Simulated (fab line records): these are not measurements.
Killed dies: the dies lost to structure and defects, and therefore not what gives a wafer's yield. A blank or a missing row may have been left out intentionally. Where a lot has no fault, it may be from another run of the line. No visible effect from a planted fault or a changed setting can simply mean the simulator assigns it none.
Split-lot study -- flow n5_finfet -- route with 1938 steps; 7 lots, 21 wafers read

ABOUT THE SPLIT
At N5_DUMMY_GATE_ETCH_31 (etches SiO2 in C4F6/O2, target depth 82.5 nm, time 27.5 s), the setting target_depth_a was moved away from the recipe's 825 angstrom on 7 of the 21 wafers read, by -8.1% to +8.1%. All remaining wafers had this setting at the recipe value.

The reading comes from the split's own step.

THE READING
etch.depth_nm (the simulator's own value, which no gauge read), in nm, at N5_DUMMY_GATE_ETCH_31 (etches SiO2 in C4F6/O2, target depth 82.5 nm, time 27.5 s). There is no usual value for it anywhere in the file. The 14 wafers here that ran the recipe average 80.77 nm, standard deviation 1.4 nm.

wafer,"tool, chamber at the split","target_depth_a as run, angstrom",against the recipe,"etch.depth_nm, nm",against lot-mates on the recipe
L078.3,"rie_diel-03, 0",825,recipe,81.09,-
L078.4,"rie_diel-03, 1",825,recipe,79.38,-
L078.5,"rie_diel-03, 3",825,recipe,80.71,-
L082.2,"rie_diel-01, 1",758.3,-8.1%,73.79,-5.30
L082.4,"rie_diel-01, 3",825,recipe,78.91,-
L082.6,"rie_diel-01, 3",825,recipe,79.27,-
L084.1,"rie_diel-03, 0",825,recipe,81.46,-
L084.2,"rie_diel-03, 2",825,recipe,83.36,-
L084.4,"rie_diel-03, 3",825,recipe,82.24,-
L086.1,"rie_diel-01, 3",792.6,-3.9%,75.95,-3.41
L086.5,"rie_diel-01, 2",792.6,-3.9%,78.44,-0.92
L086.6,"rie_diel-01, 3",825,recipe,79.36,-
L089.1,"rie_diel-01, 2",825,recipe,81.82,-
L089.3,"rie_diel-01, 0",872.4,+5.7%,83.84,+2.02
L089.4,"rie_diel-01, 1",872.4,+5.7%,84.92,+3.10
L090.4,"rie_diel-01, 1",885.7,+7.4%,85.61,+5.44
L090.5,"rie_diel-01, 2",825,recipe,81.6,-
L090.6,"rie_diel-01, 3",825,recipe,78.74,-
L093.1,"rie_diel-03, 0",825,recipe,81.08,-
L093.4,"rie_diel-03, 1",825,recipe,81.82,-
L093.6,"rie_diel-03, 0",892.1,+8.1%,87.47,+6.02

THE FIT
A straight line over all 21 wafers: etch.depth_nm changes by +0.772 nm for each +1% of target_depth_a; r = +0.91; the points scatter about the line by 1.3 nm.
The same after taking each lot's own level away (the mean of its wafers on the recipe; 21 wafers): +0.631 nm for each +1%; r = +0.94; scatter 0.9 nm.
That fit puts the effect of the largest move of target_depth_a on the reading at 5.1 nm.
The span of the lots' own levels, 79.090 to 82.353 nm, comes to 2.4 times the standard deviation stated above.
Thus the slope moves with the lot-to-lot level: the two fits are different.
Check: for one of the wafers moved furthest among these (+8.1%), held out of the fit, the line's prediction against its lot-mates is +4.82 nm. It came out at +6.02 nm against them.

THE OTHER SPLITS THESE WAFERS WENT THROUGH
Note: prior to the reading, these wafers also went through further splits. Each is held against what the fit with the lots' levels taken away leaves over:
other split on the same wafers,wafers away from the commonest value,r with etch.depth_nm (lot level and that fit taken away)
N5_WELL_APT_COAT_02 spin_rpm,7,+0.29
N5_PMOS_HMC_CHANNEL_EPI_HM_DEP_34 time_s,4,+0.07
N5_PMOS_HMC_CHANNEL_EPI_PEB_07 peb_time_s,7,+0.26

FILE'S OWN FIT
etch.depth_nm changes by +0.663 nm for each +1% of target_depth_a, r = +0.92.
